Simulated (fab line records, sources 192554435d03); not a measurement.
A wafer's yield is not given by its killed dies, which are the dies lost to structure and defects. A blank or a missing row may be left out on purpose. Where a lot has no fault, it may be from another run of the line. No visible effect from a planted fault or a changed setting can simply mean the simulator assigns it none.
fab line records | flow n5Finfet | part 1 of 2: steps 1 to 21 of 32
record: lots: 5 | wafers: 15 | lastDay: 17
route steps=1938 shown TV_LITHO@1875 TV_OPEN@1887 PAD_METAL@1893 PASSIVATION@1897
lots with no fault: from the same line, run without faults
startH: the number of hours between the record's first day and the start of the first shown wafer of the lot | waitH: hours from the lot's prior step to this one | " unchanged from the row above | L1.1+2: a single row standing in for several wafers | - no value, or no start given | * or withheld: withheld | < > ~ a bound
route shown NAME@n: names a module that has steps shown in the file, with the first one's number in the route | usual: mean/standard deviation of fault-free wafers | same: alike in all rows | chamber/n: place in a boat | sites: per-site readings | _std_site: the values' standard deviation | _edge_site: the outer-site mean with the inner-site mean subtracted | radiusMm: for every site, how far away it sits from the centre of the wafer | mask NAME#n: copy n | behind: the tool/chamber that last shaped the wafer | hold: cause of the lot's hold/its duration in hours/its outcome | device: which transistor (n, p or np) failed to switch | end of line: tests of these same wafers at the route's end | where a step has no rows: the recipe by itself | killed: dies lost to structure and defects at the first sort, not the wafer's yield | map: dies across one wafer; x = killed, . = not, _ = none there
set.NAME: the setting as run; set.NAME@STEP: as run at that earlier step | model.NAME: the simulator's own value behind a step, which no gauge read
certain route steps with their lots: each step a table, each wafer a row
services: when a tool's chamber went out of use (startH, in hours from the record's first day, below 0 if earlier), for how many hours, and the reason
== steps ==
step: N5_PASSIVATION_HMDS_03
recipe: timeS: 60 | tempC: 120
usual: exhaustPa: 45.2/0.87
lot.wafer | tool          | chamber | startH | waitH | exhaustPa
L084.2    | lithoTrack-01 | 0       | 317.65 | 0.1   | 43.5
L084.5    | "             | 0       | "      | "     | 46.1
L084.6    | "             | 0       | "      | "     | 44.1
L083.3    | lithoTrack-02 | 0       | 318.38 | 4.0   | 45.3
L083.4    | "             | 0       | "      | "     | 45.3
L083.6    | "             | 0       | "      | "     | 44.2
L088.1    | lithoTrack-01 | 0       | 348.45 | 0.1   | 45.7
L088.2    | "             | 0       | "      | "     | 45.4
L088.4    | "             | 0       | "      | "     | 45.0
L093.4    | lithoTrack-02 | 0       | 392.94 | 3.5   | 45.3
L093.5    | "             | 0       | "      | "     | 43.7
L093.6    | "             | 0       | "      | "     | 43.4
L097.2    | lithoTrack-02 | 0       | 401.94 | 0.1   | 44.4
L097.4    | "             | 0       | "      | "     | 45.0
L097.5    | "             | 0       | "      | "     | 43.8
step: N5_PASSIVATION_COAT_04
recipe: spinRpm: * | resistThkNm: *
usual: exhaustPa: 44.9/0.97
lot.wafer | tool          | chamber | startH | waitH | exhaustPa
L084.2    | lithoTrack-01 | 0       | -      | -     | 44.1
L084.5    | "             | 0       | "      | "     | 43.7
L084.6    | "             | 0       | "      | "     | 45.3
L083.3    | lithoTrack-02 | 0       | -      | -     | 46.2
L083.4    | "             | 0       | "      | "     | 45.7
L083.6    | "             | 0       | "      | "     | 45.9
L088.1    | lithoTrack-01 | 0       | -      | -     | 44.4
L088.2    | "             | 0       | "      | "     | 43.5
L088.4    | "             | 0       | "      | "     | 44.5
L093.4    | lithoTrack-02 | 0       | -      | -     | 46.0
L093.5    | "             | 0       | "      | "     | 46.4
L093.6    | "             | 0       | "      | "     | 46.5
L097.2    | lithoTrack-02 | 0       | -      | -     | 44.8
L097.4    | "             | 0       | "      | "     | 45.6
L097.5    | "             | 0       | "      | "     | 46.1
step: N5_PASSIVATION_EBR_06
recipe: solvent: PGMEA | ebrWidthMm: 1.5
usual: exhaustPa: 44.9/1
lot.wafer | tool          | chamber | startH | waitH | exhaustPa
L084.2    | lithoTrack-01 | 0       | -      | -     | 43.3
L084.5    | "             | 0       | "      | "     | 42.4
L084.6    | "             | 0       | "      | "     | 43.3
L083.3    | lithoTrack-02 | 0       | -      | -     | 44.6
L083.4    | "             | 0       | "      | "     | 44.0
L083.6    | "             | 0       | "      | "     | 45.9
L088.1    | lithoTrack-01 | 0       | -      | -     | 44.5
L088.2    | "             | 0       | "      | "     | 44.8
L088.4    | "             | 0       | "      | "     | 44.9
L093.4    | lithoTrack-02 | 0       | -      | -     | 43.9
L093.5    | "             | 0       | "      | "     | 42.0
L093.6    | "             | 0       | "      | "     | 43.2
L097.2    | lithoTrack-02 | 0       | -      | -     | 45.4
L097.4    | "             | 0       | "      | "     | 45.3
L097.5    | "             | 0       | "      | "     | 44.2
step: N5_PASSIVATION_SOFTBAKE_05
recipe: tempC: 100 | timeS: 90
usual: exhaustPa: 45.0/1.1
lot.wafer | tool          | chamber | startH | waitH | exhaustPa
L084.2    | lithoTrack-01 | 0       | -      | -     | 43.9
L084.5    | "             | 0       | "      | "     | 43.8
L084.6    | "             | 0       | "      | "     | 45.2
L083.3    | lithoTrack-02 | 0       | -      | -     | 44.8
L083.4    | "             | 0       | "      | "     | 45.0
L083.6    | "             | 0       | "      | "     | 46.3
L088.1    | lithoTrack-01 | 0       | -      | -     | 46.2
L088.2    | "             | 0       | "      | "     | 44.6
L088.4    | "             | 0       | "      | "     | 44.5
L093.4    | lithoTrack-02 | 0       | -      | -     | 45.8
L093.5    | "             | 0       | "      | "     | 46.0
L093.6    | "             | 0       | "      | "     | 45.0
L097.2    | lithoTrack-02 | 0       | -      | -     | 44.4
L097.4    | "             | 0       | "      | "     | 45.4
L097.5    | "             | 0       | "      | "     | 45.7
step: N5_PASSIVATION_EXPOSE_07
recipe: maskId: TV | na: 0.55 | sourceShape: conventional | sigmaOuter: 0.8 | polarization: unpolarized | defocusNm: 0 | targetCdNm: 3000 | doseMj: 22.75
same: na: 0.55
lot.wafer  | tool          | chamber | startH | waitH | mask
L084.2+5+6 | krfScanner-02 | 0       | 317.76 | -     | TV#0
L083.3+4+6 | krfScanner-02 | 0       | 318.49 | -     | TV#0
L088.1+2+4 | krfScanner-01 | 0       | 348.68 | -     | TV#0
L093.4+5+6 | krfScanner-01 | 0       | 393.07 | -     | TV#0
L097.2+4+5 | krfScanner-02 | 0       | 402.09 | -     | TV#0
step: N5_PASSIVATION_PEB_08
recipe: pebTempC: withheld | pebTimeS: *
usual: exhaustPa: 44.9/1.1
lot.wafer | tool          | chamber | startH | waitH | exhaustPa
L084.2    | lithoTrack-01 | 0       | 317.81 | 0.0   | 45.0
L084.5    | "             | 0       | "      | "     | 44.6
L084.6    | "             | 0       | "      | "     | 43.9
L083.3    | lithoTrack-05 | 0       | 318.54 | 0.0   | 44.1
L083.4    | "             | 0       | "      | "     | 44.3
L083.6    | "             | 0       | "      | "     | 43.0
L088.1    | lithoTrack-01 | 0       | 348.74 | 0.1   | 44.1
L088.2    | "             | 0       | "      | "     | 43.6
L088.4    | "             | 0       | "      | "     | 44.0
L093.4    | lithoTrack-01 | 0       | 393.11 | 0.0   | 45.5
L093.5    | "             | 0       | "      | "     | 46.7
L093.6    | "             | 0       | "      | "     | 46.0
L097.2    | lithoTrack-02 | 0       | 402.14 | 0.0   | 45.9
L097.4    | "             | 0       | "      | "     | 45.4
L097.5    | "             | 0       | "      | "     | 46.4
step: N5_PASSIVATION_DEVELOP_09
recipe: developTimeS: 60 | rinseLiquid: diw | dry: airSpin | devTempC: 21
usual: exhaustPa: 45.0/0.98
lot.wafer | tool          | chamber | startH | waitH | exhaustPa
L084.2    | lithoTrack-01 | 0       | -      | -     | 45.5
L084.5    | "             | 0       | "      | "     | 46.4
L084.6    | "             | 0       | "      | "     | 44.0
L083.3    | lithoTrack-05 | 0       | -      | -     | 44.2
L083.4    | "             | 0       | "      | "     | 45.1
L083.6    | "             | 0       | "      | "     | 45.3
L088.1    | lithoTrack-01 | 0       | -      | -     | 44.8
L088.2    | "             | 0       | "      | "     | 44.8
L088.4    | "             | 0       | "      | "     | 45.7
L093.4    | lithoTrack-01 | 0       | -      | -     | 42.7
L093.5    | "             | 0       | "      | "     | 43.0
L093.6    | "             | 0       | "      | "     | 43.4
L097.2    | lithoTrack-02 | 0       | -      | -     | 46.4
L097.4    | "             | 0       | "      | "     | 45.8
L097.5    | "             | 0       | "      | "     | 46.0
step: N5_PASSIVATION_HARDBAKE_11
recipe: tempC: 130 | timeS: 120
usual: exhaustPa: 45.1/0.87
lot.wafer | tool          | chamber | startH | waitH | exhaustPa
L084.2    | lithoTrack-01 | 0       | -      | -     | 45.4
L084.5    | "             | 0       | "      | "     | 44.5
L084.6    | "             | 0       | "      | "     | 45.7
L083.3    | lithoTrack-05 | 0       | -      | -     | 44.3
L083.4    | "             | 0       | "      | "     | 45.5
L083.6    | "             | 0       | "      | "     | 44.1
L088.1    | lithoTrack-01 | 0       | -      | -     | 44.2
L088.2    | "             | 0       | "      | "     | 44.6
L088.4    | "             | 0       | "      | "     | 44.5
L093.4    | lithoTrack-01 | 0       | -      | -     | 45.2
L093.5    | "             | 0       | "      | "     | 45.0
L093.6    | "             | 0       | "      | "     | 45.2
L097.2    | lithoTrack-02 | 0       | -      | -     | 46.6
L097.4    | "             | 0       | "      | "     | 44.7
L097.5    | "             | 0       | "      | "     | 45.3
step: N5_PASSIVATION_CD_MEAS_10
recipe: targetCdNm: 3000 | landingEnergyEv: 500 | detector: seInlens
usual: cdNm: 3001/3.5
lot.wafer | tool     | chamber | startH | waitH | cdNm
L084.2    | cdSem-01 | 0       | 317.93 | -     | 2997
L084.5    | "        | 0       | "      | "     | 2997
L084.6    | "        | 0       | "      | "     | 2999
L083.3    | cdSem-03 | 0       | 318.66 | -     | 2997
L083.4    | "        | 0       | "      | "     | 3002
L083.6    | "        | 0       | "      | "     | 2999
L088.1    | cdSem-01 | 0       | 348.86 | -     | 2999
L088.2    | "        | 0       | "      | "     | 3003
L088.4    | "        | 0       | "      | "     | 2998
L093.4    | cdSem-01 | 0       | 393.23 | -     | 2998
L093.5    | "        | 0       | "      | "     | 3002
L093.6    | "        | 0       | "      | "     | 2998
L097.2    | cdSem-01 | 0       | 402.26 | -     | 2997
L097.4    | "        | 0       | "      | "     | 3001
L097.5    | "        | 0       | "      | "     | 3003
step: N5_PASSIVATION_OVL_MEAS_60
recipe: pointsPerWafer: 44
usual: TV_OVL: 0/4.8
lot.wafer | tool       | chamber | startH | waitH | TV_OVL[nm]
L084.2    | overlay-01 | 0       | 317.96 | 0.0   | 2
L084.5    | "          | 0       | "      | "     | -2
L084.6    | "          | 0       | "      | "     | 1
L083.3    | overlay-01 | 0       | 318.69 | 0.0   | 3
L083.4    | "          | 0       | "      | "     | -2
L083.6    | "          | 0       | "      | "     | 8
L088.1    | overlay-01 | 0       | 348.89 | 0.0   | -11
L088.2    | "          | 0       | "      | "     | -8
L088.4    | "          | 0       | "      | "     | -13
L093.4    | overlay-02 | 0       | 393.26 | 0.0   | -2
L093.5    | "          | 0       | "      | "     | -7
L093.6    | "          | 0       | "      | "     | -2
L097.2    | overlay-01 | 0       | 402.29 | 0.0   | 1
L097.4    | "          | 0       | "      | "     | 7
L097.5    | "          | 0       | "      | "     | 8
step: N5_PASSIVATION_INSPECT_61
recipe: mode: adi | inspectInstrument: macro
usual: rawDefectCount: 1.9/1.4
lot.wafer | tool             | chamber | startH | waitH | rawDefectCount
L084.2    | defectInspect-02 | -       | 317.99 | 0.0   | 2
L084.5    | "                | -       | "      | "     | 2
L084.6    | "                | -       | "      | "     | 1
L083.3    | defectInspect-01 | -       | 318.71 | 0.0   | 3
L083.4    | "                | -       | "      | "     | 3
L083.6    | "                | -       | "      | "     | 0
L088.1    | defectInspect-02 | -       | 348.91 | 0.0   | 0
L088.2    | "                | -       | "      | "     | 2
L088.4    | "                | -       | "      | "     | 3
L093.4    | defectInspect-02 | -       | 393.28 | 0.0   | 1
L093.5    | "                | -       | "      | "     | 1
L093.6    | "                | -       | "      | "     | 1
L097.2    | defectInspect-02 | -       | 402.32 | 0.0   | 2
L097.4    | "                | -       | "      | "     | 3
L097.5    | "                | -       | "      | "     | 6
step: N5_PASSIVATION_DESCUM_12
recipe: chemistry: O2 | timeS: 7.9 | sourcePowerW: 50 | biasPowerW: 20 | pressureMtorr: 20 | rfFrequencyHz: 2.712e+07 | tempC: 40 | o2FlowSccm: 225
usual: drypumpMotorCurrentA: 5.8/0.35 | oesProductAu: 0.77/0.099 | rfVppV: 242.8/1.4 | showerheadPlenumPTorr: 2.08/0.077 | throttleValvePct: 20.49/0.23
lot.wafer | tool       | chamber | startH | waitH | drypumpMotorCurrentA | oesProductAu | rfHoursCounterH | rfVppV | showerheadPlenumPTorr | throttleValvePct
L084.2    | rieDiel-02 | 1       | 318.02 | 0.0   | 5.8                  | 0.87         | 68              | 241.2  | 2.04                  | 20.29
L084.5    | "          | 2       | "      | "     | 5.1                  | 0.67         | -               | 242.7  | 2.07                  | 20.72
L084.6    | "          | 3       | "      | "     | 5.3                  | 0.77         | -               | 244.6  | 2.08                  | 19.96
L083.3    | rieDiel-03 | 3       | 318.75 | 0.0   | 5.7                  | 0.70         | 232             | 241.3  | 1.98                  | 20.57
L083.4    | "          | 2       | "      | "     | 6.0                  | 0.92         | 31              | 245.0  | 2.23                  | 20.59
L083.6    | "          | 2       | "      | "     | 6.0                  | 0.91         | -               | 244.6  | 2.23                  | 20.63
L088.1    | rieDiel-03 | 0       | 348.95 | 0.0   | 5.7                  | 0.70         | 232             | 244.5  | 2.18                  | 20.76
L088.2    | "          | 3       | "      | "     | 5.7                  | 0.69         | 240             | 240.9  | 1.98                  | 20.60
L088.4    | "          | 1       | "      | "     | 6.3                  | 0.72         | 213             | 243.6  | 2.13                  | 20.68
L093.4    | rieDiel-01 | 1       | 393.66 | 0.4   | 5.5                  | 0.96         | 3               | 241.3  | 2.06                  | 20.31
L093.5    | "          | 2       | "      | "     | 6.3                  | 0.69         | -               | 241.6  | 1.97                  | 20.41
L093.6    | "          | 3       | "      | "     | 5.4                  | 0.68         | -               | 243.6  | 2.06                  | 20.57
L097.2    | rieDiel-02 | 3       | 402.80 | 0.5   | 5.4                  | 0.74         | 158             | 243.4  | 2.07                  | 20.01
L097.4    | "          | 2       | "      | "     | 5.1                  | 0.92         | 14              | 242.2  | 2.06                  | 20.55
L097.5    | "          | 3       | "      | "     | 5.4                  | 0.74         | -               | 244.3  | 2.07                  | 20.02
step: N5_PASSIVATION_PASS_ETCH_74
recipe: chemistry: CF4/O2 | target: SiNx | targetDepthA: 2200 | timeS: 110 | ionEnergyEv: 100 | pressureMtorr: 40 | sourceW: 535 | biasW: 49 | Ar_flow_sccm: 100 | cf4FlowSccm: 100 | O2_flow_sccm: 10
usual: O2_flow_sccm: 10.00/0.031 | drypumpMotorCurrentA: 5.8/0.35 | oesProductAu: 0.77/0.11 | rfVppV: 241/8.9 | showerheadPlenumPTorr: 2.19/0.068 | throttleValvePct: 16.08/0.26
lot.wafer | tool       | chamber | startH | waitH | O2_flow_sccm | drypumpMotorCurrentA | oesProductAu | rfHoursCounterH | rfVppV | showerheadPlenumPTorr | throttleValvePct
L084.2    | rieDiel-02 | 1       | 318.09 | 0.0   | 10.01        | 5.8                  | 0.86         | 68              | 244    | 2.16                  | 15.93
L084.5    | "          | 2       | "      | "     | 9.99         | 5.2                  | 0.67         | -               | 242    | 2.16                  | 16.30
L084.6    | "          | 3       | "      | "     | 9.97         | 5.3                  | 0.76         | -               | 242    | 2.19                  | 15.59
L083.3    | rieDiel-03 | 3       | 318.81 | 0.0   | 10.04        | 5.8                  | 0.71         | 232             | 225    | 2.09                  | 16.11
L083.4    | "          | 2       | "      | "     | 9.99         | 5.9                  | 0.94         | 31              | 241    | 2.31                  | 15.94
L083.6    | "          | 2       | "      | "     | 10.01        | 6.0                  | 0.94         | -               | 242    | 2.31                  | 15.94
L088.1    | rieDiel-03 | 0       | 349.01 | 0.0   | 10.00        | 5.7                  | 0.68         | 232             | 252    | 2.25                  | 16.12
L088.2    | "          | 3       | "      | "     | 9.95         | 5.8                  | 0.70         | 240             | 225    | 2.08                  | 16.12
L088.4    | "          | 1       | "      | "     | 10.03        | 6.2                  | 0.72         | 213             | 243    | 2.28                  | 16.46
L093.4    | rieDiel-01 | 1       | 393.73 | 0.0   | 10.00        | 5.5                  | 0.97         | 3               | 231    | 2.18                  | 15.92
L093.5    | "          | 2       | "      | "     | 10.09        | 6.3                  | 0.71         | -               | 252    | 2.10                  | 16.15
L093.6    | "          | 3       | "      | "     | 10.03        | 5.4                  | 0.65         | -               | 245    | 2.18                  | 16.24
L097.2    | rieDiel-02 | 3       | 402.86 | 0.0   | 10.04        | 5.4                  | 0.74         | 158             | 242    | 2.18                  | 15.65
L097.4    | "          | 2       | "      | "     | 10.00        | 5.1                  | 0.94         | 14              | 244    | 2.15                  | 15.92
L097.5    | "          | 3       | "      | "     | 10.05        | 5.3                  | 0.73         | -               | 243    | 2.18                  | 15.65
step: N5_PASSIVATION_VIA_ETCH_13
recipe: chemistry: CHF3/O2 | target: SiO2 | targetDepthA: 6600 | CHF3_flow_sccm: 50 | O2_flow_sccm: 5 | Ar_flow_sccm: 200 | timeS: 330 | maskMaterial: PR | pressureMtorr: 30 | sourceW: 650 | biasW: 170 | ionEnergyEv: 200 | ends: cleared
usual: O2_flow_sccm: 4.998/0.014 | drypumpMotorCurrentA: 5.8/0.35 | etchRfOnTimeS: 235/7 | oesProductAu: 0.69/0.09 | rfVppV: 525/18 | showerheadPlenumPTorr: 2.39/0.077 | throttleValvePct: 18.94/0.27
lot.wafer | tool       | chamber | startH | waitH | O2_flow_sccm | drypumpMotorCurrentA | etchRfOnTimeS | oesProductAu | rfHoursCounterH | rfVppV | showerheadPlenumPTorr | throttleValvePct
L084.2    | rieDiel-02 | 1       | 318.18 | 0.0   | 4.986        | 5.8                  | 236           | 0.76         | 68              | 532    | 2.35                  | 18.76
L084.5    | "          | 2       | "      | "     | 4.989        | 5.1                  | 237           | 0.59         | -               | 525    | 2.36                  | 19.10
L084.6    | "          | 3       | "      | "     | 5.005        | 5.4                  | 245           | 0.68         | -               | 526    | 2.41                  | 18.55
L083.3    | rieDiel-03 | 3       | 318.90 | 0.0   | 5.000        | 5.7                  | 236           | 0.64         | 232             | 491    | 2.28                  | 18.96
L083.4    | "          | 2       | "      | "     | 5.016        | 6.0                  | 229           | 0.83         | 31              | 526    | 2.53                  | 18.86
L083.6    | "          | 2       | "      | "     | 5.005        | 6.0                  | 235           | 0.83         | -               | 526    | 2.53                  | 18.86
L088.1    | rieDiel-03 | 0       | 349.11 | 0.0   | 4.957        | 5.7                  | 238           | 0.63         | 232             | 548    | 2.45                  | 18.91
L088.2    | "          | 3       | "      | "     | 5.002        | 5.8                  | 229           | 0.63         | 240             | 492    | 2.28                  | 18.98
L088.4    | "          | 1       | "      | "     | 5.003        | 6.2                  | 240           | 0.65         | 213             | 528    | 2.48                  | 19.29
L093.4    | rieDiel-01 | 1       | 393.82 | 0.0   | 4.982        | 5.5                  | 231           | 0.86         | 3               | 504    | 2.41                  | 18.99
L093.5    | "          | 2       | "      | "     | 4.996        | 6.3                  | 240           | 0.64         | -               | 547    | 2.27                  | 18.85
L093.6    | "          | 3       | "      | "     | 4.993        | 5.4                  | 245           | 0.61         | -               | 530    | 2.39                  | 19.12
L097.2    | rieDiel-02 | 3       | 402.95 | 0.0   | 5.035        | 5.4                  | 239           | 0.66         | 158             | 525    | 2.40                  | 18.60
L097.4    | "          | 2       | "      | "     | 4.999        | 5.2                  | 228           | 0.83         | 15              | 529    | 2.35                  | 18.81
L097.5    | "          | 3       | "      | "     | 5.006        | 5.4                  | 243           | 0.66         | -               | 527    | 2.40                  | 18.59
step: N5_PASSIVATION_STRIP_14
recipe: chemistry: O2 | powerW: 600 | tempC: 60 | pressureMtorr: 30 | rfFrequencyHz: 6e+07 | biasPowerW: 0 | overashFraction: 0.5 | o2FlowSccm: 225
usual: drypumpMotorCurrentA: 5.8/0.35 | oesProductAu: 0.77/0.099 | rfVppV: 3.7/0.88 | showerheadPlenumPTorr: 2.08/0.076 | throttleValvePct: 16.75/0.23
lot.wafer | tool       | chamber | startH | waitH | drypumpMotorCurrentA | oesProductAu | rfHoursCounterH | rfVppV | showerheadPlenumPTorr | throttleValvePct
L084.2    | rieDiel-02 | 1       | 318.37 | 0.1   | 5.8                  | 0.86         | 68              | 2.9    | 2.04                  | 16.55
L084.5    | "          | 2       | "      | "     | 5.1                  | 0.66         | -               | 3.3    | 2.07                  | 17.04
L084.6    | "          | 3       | "      | "     | 5.3                  | 0.76         | -               | 3.8    | 2.08                  | 16.29
L083.3    | rieDiel-03 | 3       | 319.10 | 0.1   | 5.8                  | 0.70         | 232             | 3.0    | 1.99                  | 16.83
L083.4    | "          | 2       | "      | "     | 6.0                  | 0.92         | 32              | 3.0    | 2.24                  | 16.79
L083.6    | "          | 2       | "      | "     | 6.0                  | 0.91         | -               | 5.2    | 2.24                  | 16.78
L088.1    | rieDiel-03 | 0       | 349.30 | 0.1   | 5.7                  | 0.71         | 232             | 3.8    | 2.18                  | 17.03
L088.2    | "          | 3       | "      | "     | 5.8                  | 0.69         | 240             | 2.8    | 1.99                  | 16.88
L088.4    | "          | 1       | "      | "     | 6.2                  | 0.73         | 213             | 2.5    | 2.13                  | 16.94
L093.4    | rieDiel-01 | 1       | 394.02 | 0.1   | 5.5                  | 0.95         | 3               | 3.3    | 2.06                  | 16.53
L093.5    | "          | 2       | "      | "     | 6.3                  | 0.69         | -               | 4.4    | 1.97                  | 16.73
L093.6    | "          | 3       | "      | "     | 5.4                  | 0.69         | -               | 2.4    | 2.06                  | 16.85
L097.2    | rieDiel-02 | 3       | 403.15 | 0.1   | 5.4                  | 0.74         | 158             | 2.9    | 2.07                  | 16.33
L097.4    | "          | 2       | "      | "     | 5.2                  | 0.91         | 15              | 4.3    | 2.06                  | 16.70
L097.5    | "          | 3       | "      | "     | 5.3                  | 0.72         | -               | 4.4    | 2.07                  | 16.29
step: N5_PASSIVATION_ETCH_15
recipe: chemistry: CF4/N2 | target: SiCN | targetDepthA: 750 | taperDeg: 2 | timeS: 81.2 | ionEnergyEv: 150 | maskMaterial: SiNx | pressureMtorr: 40 | sourceW: 430 | biasW: 70 | Ar_flow_sccm: 100 | cf4FlowSccm: 60 | n2FlowSccm: 60
usual: drypumpMotorCurrentA: 5.8/0.36 | oesProductAu: 0.77/0.1 | rfVppV: 381.9/1.9 | showerheadPlenumPTorr: 2.19/0.069 | throttleValvePct: 15.52/0.26
lot.wafer | tool       | chamber | startH | waitH | drypumpMotorCurrentA | oesProductAu | rfHoursCounterH | rfVppV | showerheadPlenumPTorr | throttleValvePct
L084.2    | rieDiel-02 | 1       | -      | -     | 5.8                  | 0.85         | 68              | 380.3  | 2.15                  | 15.30
L084.5    | "          | 2       | "      | "     | 5.1                  | 0.66         | -               | 381.0  | 2.16                  | 15.78
L084.6    | "          | 3       | "      | "     | 5.3                  | 0.75         | -               | 383.5  | 2.19                  | 15.08
L083.3    | rieDiel-03 | 3       | -      | -     | 5.7                  | 0.71         | 232             | 380.0  | 2.08                  | 15.55
L083.4    | "          | 2       | "      | "     | 6.0                  | 0.93         | 32              | 384.8  | 2.31                  | 15.37
L083.6    | "          | 2       | "      | "     | 6.0                  | 0.93         | -               | 384.8  | 2.31                  | 15.37
L088.1    | rieDiel-03 | 0       | -      | -     | 5.7                  | 0.68         | 232             | 382.7  | 2.25                  | 15.58
L088.2    | "          | 3       | "      | "     | 5.7                  | 0.71         | 240             | 381.1  | 2.08                  | 15.57
L088.4    | "          | 1       | "      | "     | 6.3                  | 0.72         | 213             | 383.2  | 2.27                  | 15.87
L093.4    | rieDiel-01 | 1       | -      | -     | 5.5                  | 0.97         | 3               | 382.1  | 2.19                  | 15.37
L093.5    | "          | 2       | "      | "     | 6.2                  | 0.71         | -               | 380.9  | 2.10                  | 15.59
L093.6    | "          | 3       | "      | "     | 5.4                  | 0.65         | -               | 380.4  | 2.18                  | 15.69
L097.2    | rieDiel-02 | 3       | -      | -     | 5.4                  | 0.74         | 158             | 382.3  | 2.19                  | 15.14
L097.4    | "          | 2       | "      | "     | 5.1                  | 0.93         | 15              | 380.4  | 2.16                  | 15.37
L097.5    | "          | 3       | "      | "     | 5.3                  | 0.74         | -               | 381.9  | 2.18                  | 15.14
step: N5_PASSIVATION_STRIP_73
recipe: chemistry: postEtchResidueRemover | timeS: 60 | tempC: 25 | removerPh: withheld | removerWaterWtPct: withheld | removerFluorideWtPct: withheld
lot.wafer  | tool        | chamber | startH | waitH
L084.2+5+6 | wetBench-05 | 1,3,7   | 318.53 | -
L083.3+4+6 | wetBench-06 | 3,4,2   | 319.26 | -
L088.1+2+4 | wetBench-05 | 4,2,6   | 349.46 | -
L093.4+5+6 | wetBench-03 | 3,0,4   | 394.17 | -
L097.2+4+5 | wetBench-03 | 1,2,7   | 403.31 | -
step: N5_PASSIVATION_SRD_17
recipe: timeS: 30 | tempC: 23 | rinseLiquid: diw | dry: n2Spin | spinRpm: 1500 | dryTimeS: 30
lot.wafer  | tool        | chamber | startH | waitH
L084.2+5+6 | wetBench-05 | 1,3,7   | 318.55 | 0.0
L083.3+4+6 | wetBench-06 | 3,4,2   | 319.28 | 0.0
L088.1+2+4 | wetBench-05 | 4,2,6   | 349.48 | 0.0
L093.4+5+6 | wetBench-03 | 3,0,4   | 394.19 | 0.0
L097.2+4+5 | wetBench-03 | 1,2,7   | 403.33 | 0.0
step: N5_PASSIVATION_DEGAS_18
recipe: ambient: vacuum | tempC: 300 | timeS: 60
usual: heaterPowerW: 465/40 | susceptorTempC: 300.00/0.19
lot.wafer | tool          | chamber | startH | waitH | heaterPowerW | susceptorTempC
L084.2    | pvdSputter-01 | -       | 319.16 | 0.6   | 488          | 299.92
L084.5    | "             | -       | "      | "     | 514          | 299.93
L084.6    | "             | -       | "      | "     | 495          | 299.96
L083.3    | pvdSputter-02 | -       | 319.51 | 0.2   | 442          | 299.75
L083.4    | "             | -       | "      | "     | 389          | 300.12
L083.6    | "             | -       | "      | "     | 442          | 299.97
L088.1    | pvdSputter-03 | -       | 349.69 | 0.2   | 455          | 299.92
L088.2    | "             | -       | "      | "     | 416          | 299.85
L088.4    | "             | -       | "      | "     | 475          | 300.20
L093.4    | pvdSputter-03 | -       | 394.32 | 0.1   | 425          | 299.69
L093.5    | "             | -       | "      | "     | 453          | 299.99
L093.6    | "             | -       | "      | "     | 406          | 299.94
L097.2    | pvdSputter-03 | -       | 403.38 | 0.0   | 453          | 300.00
L097.4    | "             | -       | "      | "     | 449          | 300.02
L097.5    | "             | -       | "      | "     | 438          | 299.97
step: N5_PASSIVATION_PRE_CLEAN_19
recipe: gas: H2/He | timeS: * | tempC: *
usual: heaterPowerW: 465/40 | susceptorTempC: *
lot.wafer | tool          | chamber | startH | waitH | heaterPowerW | susceptorTempC
L084.2    | pvdSputter-01 | -       | 319.20 | 0.0   | 490          | *
L084.5    | "             | -       | "      | "     | 515          | *
L084.6    | "             | -       | "      | "     | 503          | *
L083.3    | pvdSputter-02 | -       | 319.55 | 0.0   | 441          | *
L083.4    | "             | -       | "      | "     | 387          | *
L083.6    | "             | -       | "      | "     | 461          | *
L088.1    | pvdSputter-03 | -       | 349.73 | 0.0   | 438          | *
L088.2    | "             | -       | "      | "     | 411          | *
L088.4    | "             | -       | "      | "     | 485          | *
L093.4    | pvdSputter-03 | -       | 394.36 | 0.0   | 414          | *
L093.5    | "             | -       | "      | "     | 437          | *
L093.6    | "             | -       | "      | "     | 423          | *
L097.2    | pvdSputter-03 | -       | 403.42 | 0.0   | 436          | *
L097.4    | "             | -       | "      | "     | 439          | *
L097.5    | "             | -       | "      | "     | 438          | *
step: N5_PASSIVATION_SPUTTER_20
recipe: material: TaN | targetThkA: 500 | tempC: 25 | chamberPressurePa: 0.4
usual: susceptorTempC: 24.99/0.1 | throttleValvePct: 29.9/0.73
lot.wafer | tool          | chamber | startH | waitH | susceptorTempC | throttleValvePct
L084.2    | pvdSputter-01 | -       | 319.24 | 0.0   | 24.93          | 30.1
L084.5    | "             | -       | "      | "     | 25.02          | 30.4
L084.6    | "             | -       | "      | "     | 25.12          | 29.9
L083.3    | pvdSputter-02 | -       | 319.59 | 0.0   | 25.16          | 31.0
L083.4    | "             | -       | "      | "     | 24.88          | 29.4
L083.6    | "             | -       | "      | "     | 24.96          | 30.9
L088.1    | pvdSputter-03 | -       | 349.77 | 0.0   | 24.86          | 30.4
L088.2    | "             | -       | "      | "     | 24.93          | 29.9
L088.4    | "             | -       | "      | "     | 24.95          | 29.1
L093.4    | pvdSputter-03 | -       | 394.40 | 0.0   | 25.07          | 29.9
L093.5    | "             | -       | "      | "     | 25.02          | 30.3
L093.6    | "             | -       | "      | "     | 25.02          | 30.0
L097.2    | pvdSputter-03 | -       | 403.46 | 0.0   | 24.86          | 30.4
L097.4    | "             | -       | "      | "     | 25.01          | 31.3
L097.5    | "             | -       | "      | "     | 24.99          | 30.3
